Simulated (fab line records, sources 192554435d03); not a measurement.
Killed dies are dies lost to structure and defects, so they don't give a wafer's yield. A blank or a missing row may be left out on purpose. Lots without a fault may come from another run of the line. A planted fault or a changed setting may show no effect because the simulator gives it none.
Which tool did it? | flow n5_finfet | 24 lots, 72 wafers sampled, at 4 steps of a route of 1938

WHAT THE GAUGES READ, wafer by wafer
N5_BEOL_M9_THK_MEAS_01. Usual: M9_ILD_THK 268 nm, standard deviation 3.3.
lot  | measured     | on            | M9_ILD_THK (nm) | flag
L074 | day 10 17:47 | film_metro-02 | 270 270 272     |
L075 | day 11 01:50 | film_metro-02 | 263 272 271     |
L077 | day 11 08:08 | film_metro-01 | 263 269 265     |
L078 | day 12 00:31 | film_metro-02 | 273 265 271     |
L076 | day 12 01:20 | film_metro-01 | 265 262 270     |
L079 | day 12 01:54 | film_metro-01 | 264 260 266     |
L080 | day 12 06:37 | film_metro-02 | 265 274 269     |
L081 | day 12 15:33 | film_metro-02 | 269 271 274     |
L082 | day 13 03:56 | film_metro-02 | 265 264 271     |
L083 | day 13 05:39 | film_metro-01 | 264 264 270     |
L084 | day 13 11:26 | film_metro-02 | 267 273 270     |
L086 | day 13 12:05 | film_metro-01 | 268 272 271     |
L085 | day 14 00:53 | film_metro-01 | 266 268 271     |
L087 | day 14 02:41 | film_metro-02 | 271 268 270     |
L088 | day 14 08:46 | film_metro-02 | 266 267 270     |
L089 | day 14 10:39 | film_metro-01 | 267 263 271     |
L090 | day 14 22:13 | film_metro-01 | 267 265 271     |
L091 | day 15 07:41 | film_metro-02 | 262 267 271     |
L092 | day 15 07:48 | film_metro-02 | 265 270 269     |
L093 | day 15 12:34 | film_metro-02 | 265 269 272     |
L094 | day 15 13:46 | film_metro-01 | 268 271 274     |
L095 | day 15 23:57 | film_metro-02 | 265 272 267     |
L096 | day 16 13:46 | film_metro-02 | 266 264 268     |
L097 | day 17 00:13 | film_metro-01 | 266 265 270     |

N5_BEOL_M9_CD_MEAS_28: target cd 70 nm. Usual: cd_nm 70.00 nm, standard deviation 0.24.
lot  | measured     | on        | cd_nm (nm)        | flag
L074 | day 10 23:28 | cd_sem-03 | 69.96 70.04 70.00 |
L075 | day 11 08:59 | cd_sem-01 | 70.40 70.14 70.04 |
L077 | day 11 12:13 | cd_sem-02 | 70.25 69.95 69.84 |
L078 | day 12 04:01 | cd_sem-01 | 70.05 69.77 69.90 |
L076 | day 12 03:59 | cd_sem-02 | 70.25 70.14 70.21 |
L079 | day 12 09:35 | cd_sem-02 | 69.88 69.87 70.28 |
L080 | day 12 11:35 | cd_sem-01 | 70.16 69.93 70.35 |
L081 | day 12 21:08 | cd_sem-03 | 70.23 70.17 69.95 |
L082 | day 13 07:11 | cd_sem-03 | 69.93 70.20 69.62 |
L083 | day 13 09:14 | cd_sem-03 | 69.86 69.99 69.69 |
L084 | day 13 17:28 | cd_sem-02 | 70.03 69.82 70.15 |
L086 | day 13 17:38 | cd_sem-01 | 70.63 70.41 70.46 |
L085 | day 14 04:01 | cd_sem-01 | 69.77 69.96 70.03 |
L087 | day 14 06:15 | cd_sem-01 | 69.88 69.85 69.92 |
L088 | day 14 12:31 | cd_sem-03 | 69.56 70.09 69.85 |
L089 | day 14 15:25 | cd_sem-02 | 70.21 69.59 70.29 |
L090 | day 15 01:28 | cd_sem-02 | 70.22 70.03 70.03 |
L091 | day 15 09:59 | cd_sem-01 | 70.18 70.28 70.24 |
L092 | day 15 10:39 | cd_sem-01 | 70.40 70.01 70.06 |
L093 | day 15 15:58 | cd_sem-03 | 70.06 69.57 70.13 |
L094 | day 15 16:41 | cd_sem-02 | 69.87 69.99 70.52 |
L095 | day 16 07:32 | cd_sem-02 | 70.02 70.04 70.11 |
L096 | day 16 18:49 | cd_sem-01 | 69.87 70.37 69.86 |
L097 | day 17 03:01 | cd_sem-01 | 70.35 70.11 69.86 |

WHICH TOOL RAN EACH LOT (tool, then ch and the chambers of the sampled wafers, then the start)
lot  | N5_BEOL_M8_CMP_52             | N5_BEOL_M9_PECVD_70
L074 | cmp-04 ch 0,2,3, day 10 16:44 | pecvd-01 ch 0,2, day 10 17:49
L075 | cmp-03 ch 0,1,3, day 11 00:48 | pecvd-03 ch 0,1,2, day 11 01:53
L077 | cmp-03 ch 2,3, day 11 07:04   | pecvd-02 ch 0,1, day 11 08:11
L078 | cmp-02 ch 0,2,3, day 11 22:49 | pecvd-01 ch 1,2, day 12 00:33
L076 | cmp-04 ch 2,3, day 11 23:47   | pecvd-03 ch 0,1,2, day 12 01:23
L079 | cmp-03 ch 0,1,2, day 12 00:19 | pecvd-03 ch 0,1,2, day 12 01:56
L080 | cmp-04 ch 1,2,3, day 12 05:08 | pecvd-02 ch 0,2, day 12 06:39
L081 | cmp-02 ch 1,2,3, day 12 13:07 | pecvd-02 ch 0,1,2, day 12 15:35
L082 | cmp-04 ch 1,2,3, day 13 02:08 | pecvd-03 ch 0,2, day 13 03:59
L083 | cmp-02 ch 0,1, day 13 04:05   | pecvd-03 ch 1,2, day 13 05:41
L084 | cmp-02 ch 0,3, day 13 10:20   | pecvd-03 ch 1,2, day 13 11:28
L086 | cmp-04 ch 0,1,2, day 13 10:57 | pecvd-01 ch 1,2, day 13 12:08
L085 | cmp-02 ch 0,3, day 13 23:21   | pecvd-01 ch 0,1, day 14 00:55
L087 | cmp-02 ch 0,1,2, day 14 01:41 | pecvd-02 ch 0,2, day 14 02:44
L088 | cmp-04 ch 0,2, day 14 07:43   | pecvd-02 ch 0,1,2, day 14 08:47
L089 | cmp-04 ch 0,1,3, day 14 09:37 | pecvd-01 ch 0,1,2, day 14 10:41
L090 | cmp-04 ch 1,3, day 14 20:41   | pecvd-03 ch 0,1, day 14 22:14
L091 | cmp-02 ch 1,2, day 15 06:09   | pecvd-01 ch 0,2, day 15 07:43
L092 | cmp-03 ch 0,3, day 15 06:43   | pecvd-02 ch 0,2, day 15 07:50
L093 | cmp-02 ch 1,2,3, day 15 11:15 | pecvd-02 ch 0,1, day 15 12:36
L094 | cmp-02 ch 0,1,2, day 15 12:37 | pecvd-01 ch 0,2, day 15 13:49
L095 | cmp-03 ch 2,3, day 15 21:47   | pecvd-01 ch 0,1, day 15 23:59
L096 | cmp-04 ch 0,1,2, day 16 12:15 | pecvd-02 ch 0,1, day 16 13:49
L097 | cmp-02 ch 0,2,3, day 16 23:08 | pecvd-02 ch 0,2, day 17 00:16
- N5_BEOL_M8_CMP_52: polishes, stops on SiCOH lowk, t overpolish 6.9 s, target thk 80 nm.
- N5_BEOL_M9_PECVD_70: deposits SiO2 from TEOS/O2, target thk 20 nm, time 22.7 s.

WHAT THE TOOLS THEMSELVES READ (means of the sampled wafers that have a number; where no wafer has one, the mark that the record gives instead)
N5_BEOL_M8_CMP_52. Usual: barrier_field_endpoint_s 29.0 s, standard deviation 0.6; motor_current_A 6.0 A, standard deviation 0.46; overpolish_run_s 6.899 s, standard deviation 0.0091; slurry_flow_ml_min 150.0, standard deviation 0.48; time_to_endpoint_s 63.8 s, standard deviation 2.4.
lot  | tool   | barrier_field_endpoint_s (s) | motor_current_A (A) | overpolish_run_s (s) | slurry_flow_ml_min | time_to_endpoint_s (s) | flag
L074 | cmp-04 | 29.2                         | 6.2                 | 6.902                | 150.0              | 63.7                   |
L075 | cmp-03 | 29.9                         | 5.8                 | 6.894                | 150.0              | 67.1                   |
L077 | cmp-03 | 29.5                         | 6.1                 | 6.891                | 150.0              | 67.4                   |
L078 | cmp-02 | 28.3                         | 6.0                 | 6.897                | 149.9              | 60.9                   |
L076 | cmp-04 | 28.8                         | 6.2                 | 6.890                | 150.3              | 63.1                   |
L079 | cmp-03 | 29.3                         | 6.0                 | 6.908                | 150.4              | 61.1                   |
L080 | cmp-04 | 29.1                         | 6.0                 | 6.909                | 149.8              | 64.8                   |
L081 | cmp-02 | 29.1                         | 5.9                 | 6.905                | 149.9              | 64.5                   |
L082 | cmp-04 | 29.5                         | 6.0                 | 6.899                | 150.6              | 66.8                   |
L083 | cmp-02 | 29.1                         | 6.0                 | 6.894                | 150.0              | 60.2                   |
L084 | cmp-02 | 29.3                         | 6.4                 | 6.900                | 149.7              | 62.8                   |
L086 | cmp-04 | 28.8                         | 6.0                 | 6.893                | 150.0              | 66.5                   |
L085 | cmp-02 | 28.4                         | 5.9                 | 6.895                | 150.1              | 62.7                   |
L087 | cmp-02 | 29.3                         | 5.9                 | 6.911                | 149.9              | 64.6                   |
L088 | cmp-04 | 28.9                         | 6.2                 | 6.898                | 149.3              | 62.7                   |
L089 | cmp-04 | 28.5                         | 6.4                 | 6.907                | 150.2              | 65.2                   |
L090 | cmp-04 | 28.7                         | 6.4                 | 6.900                | 150.0              | 64.4                   |
L091 | cmp-02 | 28.9                         | 6.0                 | 6.907                | 150.2              | 64.2                   |
L092 | cmp-03 | 29.4                         | 5.7                 | 6.902                | 150.6              | 63.7                   |
L093 | cmp-02 | 29.4                         | 6.0                 | 6.903                | 150.1              | 63.8                   |
L094 | cmp-02 | 28.6                         | 5.9                 | 6.900                | 150.3              | 61.1                   |
L095 | cmp-03 | 28.3                         | 6.3                 | 6.898                | 149.9              | 62.0                   |
L096 | cmp-04 | 29.1                         | 5.8                 | 6.894                | 149.3              | 65.9                   |
L097 | cmp-02 | 28.7                         | 6.0                 | 6.893                | 149.9              | 63.4                   |

N5_BEOL_M9_PECVD_70. Usual: heater_power_w 745 W, standard deviation 130; rf_fwd_power_W 445.7 W, standard deviation 2; showerhead_plenum_p_Torr 8.81 Torr, standard deviation 0.061; throttle_valve_pct 22.8 %, standard deviation 1.
lot  | tool     | heater_power_w (W) | rf_fwd_power_W (W) | showerhead_plenum_p_Torr (Torr) | throttle_valve_pct (%) | flag
L074 | pecvd-01 | 974                | 447.3              | 8.91                            | 23.4                   |
L075 | pecvd-03 | 741                | 444.8              | 8.77                            | 22.6                   |
L077 | pecvd-02 | 815                | 446.4              | 8.79                            | 22.0                   |
L078 | pecvd-01 | 859                | 445.8              | 8.88                            | 23.9                   |
L076 | pecvd-03 | 711                | 444.6              | 8.78                            | 22.6                   |
L079 | pecvd-03 | 763                | 445.1              | 8.78                            | 22.7                   |
L080 | pecvd-02 | 686                | 445.3              | 8.77                            | 21.9                   |
L081 | pecvd-02 | 681                | 446.5              | 8.79                            | 21.9                   |
L082 | pecvd-03 | 739                | 445.4              | 8.78                            | 22.5                   |
L083 | pecvd-03 | 704                | 444.9              | 8.74                            | 22.6                   |
L084 | pecvd-03 | 756                | 443.3              | 8.74                            | 22.8                   |
L086 | pecvd-01 | 883                | 446.7              | 8.88                            | 24.3                   |
L085 | pecvd-01 | 647                | 447.0              | 8.80                            | 24.2                   |
L087 | pecvd-02 | 644                | 445.0              | 8.77                            | 21.9                   |
L088 | pecvd-02 | 703                | 446.0              | 8.79                            | 22.0                   |
L089 | pecvd-01 | 769                | 446.0              | 8.86                            | 24.0                   |
L090 | pecvd-03 | 730                | 444.0              | 8.80                            | 23.0                   |
L091 | pecvd-01 | 879                | 443.9              | 8.91                            | 23.6                   |
L092 | pecvd-02 | 574                | 447.5              | 8.77                            | 22.1                   |
L093 | pecvd-02 | 799                | 447.4              | 8.79                            | 21.9                   |
L094 | pecvd-01 | 933                | 446.1              | 8.92                            | 23.6                   |
L095 | pecvd-01 | 656                | 446.0              | 8.80                            | 24.3                   |
L096 | pecvd-02 | 804                | 447.0              | 8.79                            | 22.0                   |
L097 | pecvd-02 | 604                | 446.5              | 8.76                            | 22.1                   |

THE ANSWER, worked out from the rows above alone
Rule: a lot is off if the mean of its wafers that have a number lies more than 3 standard deviations from the usual mean. A lot without any number at a reading at which 4 lots or more have one is off too. The other lots that the step has rows for count as sound. The gauges are gone through in route order, then the tools' own readings, and for those a lot's mean is taken as printed above. The first step at which some lot is off is used, and at that step the reading that is off furthest; a lot without a number counts as furthest.
No lot is off at any reading shown: from this, nothing can be told.

WHAT THE SIMULATOR HAD PUT IN
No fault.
